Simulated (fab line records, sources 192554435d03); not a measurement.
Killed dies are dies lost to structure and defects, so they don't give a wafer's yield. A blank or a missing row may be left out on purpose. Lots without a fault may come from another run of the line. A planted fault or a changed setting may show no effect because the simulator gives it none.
Split-lot experiment | flow n5_finfet | 7 lots, 39 wafers read, on a route of 1938 steps

THE SPLIT
At N5_MOL_CONTACT_COAG_SPUTTER_130 (material Co, target thk 47.5 nm), the setting target_thk_a was moved away from the recipe's 475 angstrom on 18 of the 39 wafers read, by -49.1% to +56.4%. The other wafers ran this setting at the recipe's value.

The reading is taken at the split's own step.

THE READING
Co_of_MOL_CONTACT_COAG_SPUTTER_130.thk_nm (the simulator's own value, which no gauge read), in nm, at N5_MOL_CONTACT_COAG_SPUTTER_130 (material Co, target thk 47.5 nm). The file gives no usual value for it. The 21 wafers here that ran the recipe average 47.4 nm, standard deviation 0.4 nm.

wafer  | tool, chamber at the split | target_thk_a as run, angstrom | against the recipe | Co_of_MOL_CONTACT_COAG_SPUTTER_130.thk_nm, nm | against lot-mates on the recipe
L078.2 | pvd_sputter-02, -          | 475                           | recipe             | 48.2                                          | -
L078.4 | pvd_sputter-02, -          | 475                           | recipe             | 48                                            | -
L078.6 | pvd_sputter-02, -          | 475                           | recipe             | 47.8                                          | -
L081.1 | pvd_sputter-03, -          | 475                           | recipe             | 46.8                                          | -
L081.2 | pvd_sputter-03, -          | 475                           | recipe             | 47                                            | -
L081.3 | pvd_sputter-03, -          | 582.3                         | +22.6%             | 57.8                                          | +10.8
L081.6 | pvd_sputter-03, -          | 582.3                         | +22.6%             | 57.8                                          | +10.8
L081.4 | pvd_sputter-03, -          | 475                           | recipe             | 47.2                                          | -
L081.5 | pvd_sputter-03, -          | 582.3                         | +22.6%             | 57.6                                          | +10.6
L087.1 | pvd_sputter-02, -          | 246.8                         | -48.0%             | 24.6                                          | -22.8
L087.2 | pvd_sputter-02, -          | 475                           | recipe             | 47.8                                          | -
L087.3 | pvd_sputter-02, -          | 475                           | recipe             | 47.2                                          | -
L087.6 | pvd_sputter-02, -          | 475                           | recipe             | 47.2                                          | -
L087.4 | pvd_sputter-02, -          | 246.8                         | -48.0%             | 24.4                                          | -23.0
L087.5 | pvd_sputter-02, -          | 246.8                         | -48.0%             | 24.4                                          | -23.0
L088.1 | pvd_sputter-03, -          | 475                           | recipe             | 47.8                                          | -
L088.2 | pvd_sputter-03, -          | 475                           | recipe             | 47.6                                          | -
L088.4 | pvd_sputter-03, -          | 475                           | recipe             | 47.6                                          | -
L088.3 | pvd_sputter-03, -          | 653.7                         | +37.6%             | 65                                            | +17.3
L088.5 | pvd_sputter-03, -          | 653.7                         | +37.6%             | 65.6                                          | +17.9
L088.6 | pvd_sputter-03, -          | 653.7                         | +37.6%             | 65.4                                          | +17.7
L094.1 | pvd_sputter-03, -          | 742.7                         | +56.4%             | 73.4                                          | +26.4
L094.2 | pvd_sputter-03, -          | 742.7                         | +56.4%             | 73.8                                          | +26.8
L094.3 | pvd_sputter-03, -          | 742.7                         | +56.4%             | 73.8                                          | +26.8
L094.4 | pvd_sputter-03, -          | 475                           | recipe             | 47.2                                          | -
L094.5 | pvd_sputter-03, -          | 475                           | recipe             | 46.8                                          | -
L094.6 | pvd_sputter-03, -          | 475                           | recipe             | 47                                            | -
L095.1 | pvd_sputter-03, -          | 711.8                         | +49.9%             | 70.6                                          | +23.5
L095.6 | pvd_sputter-03, -          | 711.8                         | +49.9%             | 70.6                                          | +23.5
L095.2 | pvd_sputter-03, -          | 475                           | recipe             | 46.8                                          | -
L095.3 | pvd_sputter-03, -          | 711.8                         | +49.9%             | 71                                            | +23.9
L095.4 | pvd_sputter-03, -          | 475                           | recipe             | 47.4                                          | -
L095.5 | pvd_sputter-03, -          | 475                           | recipe             | 47.2                                          | -
L097.1 | pvd_sputter-03, -          | 475                           | recipe             | 47.8                                          | -
L097.2 | pvd_sputter-03, -          | 475                           | recipe             | 47.2                                          | -
L097.3 | pvd_sputter-03, -          | 241.8                         | -49.1%             | 23.8                                          | -23.7
L097.4 | pvd_sputter-03, -          | 241.8                         | -49.1%             | 24.8                                          | -22.7
L097.5 | pvd_sputter-03, -          | 241.8                         | -49.1%             | 24.2                                          | -23.3
L097.6 | pvd_sputter-03, -          | 475                           | recipe             | 47.6                                          | -

THE FIT
A straight line over all 39 wafers: Co_of_MOL_CONTACT_COAG_SPUTTER_130.thk_nm changes by +0.471 nm for each +1% of target_thk_a; r = +1.00; the points scatter about the line by 0.37 nm.
The same after taking each lot's own level away (the mean of its wafers on the recipe; 39 wafers): +0.474 nm for each +1%; r = +1.00; scatter 0.23 nm.
On that fit, the largest move of target_thk_a shifts the reading by 27 nm.
The lots' own levels span 47.00 to 48.00 nm, that is 2.5 times the standard deviation above.
So the lot-to-lot level changes the slope little: the two slopes agree.
Check: with one of the wafers moved furthest among these (+56.4%) left out of the fit, the line predicts +26.7 nm for it against its lot-mates. It came out at +26.4 nm against them.

OTHER SPLITS ON THESE WAFERS
These wafers also went through other splits before the reading. Each is held against what the fit with the lots' levels taken away leaves over:
other split on the same wafers             | wafers away from the commonest value | r with Co_of_MOL_CONTACT_COAG_SPUTTER_130.thk_nm (lot level and that fit taken away)
N5_FIN_SAQP_MANDREL_ETCH_22 target_depth_a | 12                                   | +0.34
N5_HKMG_FIN_ALD_36 ald_cycles              | 12                                   | -0.10

THE FILE'S OWN FIT
Co_of_MOL_CONTACT_COAG_SPUTTER_130.thk_nm changes by +0.474 nm for each +1% of target_thk_a, r = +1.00.
